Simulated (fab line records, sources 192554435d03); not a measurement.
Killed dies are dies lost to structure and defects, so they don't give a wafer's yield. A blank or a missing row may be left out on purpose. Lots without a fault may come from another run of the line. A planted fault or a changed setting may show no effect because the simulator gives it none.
Chamber matching | flow n5_finfet | N5_BEOL_M13_ETCH_67 on rie_diel-06: 4 sister chambers
The step etches SiARC in CF4, target depth 143 nm, time 238.3 s. 4 wafers are shown with their chamber, then 12 later ones without.

WAFERS WITH THEIR CHAMBER
wafer  | chamber | showerhead_plenum_p_Torr (Torr)
L079.4 | 1       | 2.04
L086.5 | 2       | 2.19
L089.2 | 0       | 2.07
L089.5 | 3       | 2.03

WAFERS WITHOUT THEIR CHAMBER
wafer  | showerhead_plenum_p_Torr (Torr)
L090.2 | 2.29
L090.4 | 2.03
L090.6 | 2.07
L091.2 | 2.07
L091.5 | 2.19
L091.6 | 2.07
L088.2 | 2.03
L088.3 | 2.07
L088.6 | 2.07
L094.1 | 2.06
L094.3 | 2.29
L094.4 | 2.06

WHICH CHAMBER EACH WENT THROUGH
wafer  | from the rows above          | in truth
L090.2 | 2                            | 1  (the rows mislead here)
L090.4 | can't be placed: 3 or 1 or 0 | 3
L090.6 | can't be placed: 0 or 1 or 3 | 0
L091.2 | can't be placed: 0 or 1 or 3 | 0
L091.5 | 2                            | 2
L091.6 | can't be placed: 0 or 1 or 3 | 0
L088.2 | can't be placed: 3 or 1 or 0 | 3
L088.3 | can't be placed: 0 or 1 or 3 | 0
L088.6 | can't be placed: 0 or 1 or 3 | 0
L094.1 | can't be placed: 0 or 1 or 3 | 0
L094.3 | 2                            | 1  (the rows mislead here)
L094.4 | can't be placed: 0 or 1 or 3 | 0
Placed correctly: 1 of 12. Can't be placed from these rows: 9 (the true chamber is among the candidates in 9). Placed wrongly: 2.
How it was worked out, from the rows above alone: a wafer's distance from a chamber is the root of the sum, over the readings, of the square of ((its reading less the chamber's mean) divided by the reading's scatter). The wafer belongs to the nearest chamber; if the next one is less than 2 further off, it can't be placed. A chamber's mean is the mean of its shown wafers. The scatter: with one shown wafer a chamber, the root of the mean of the squares of how far each hidden wafer lies from its nearest shown one.
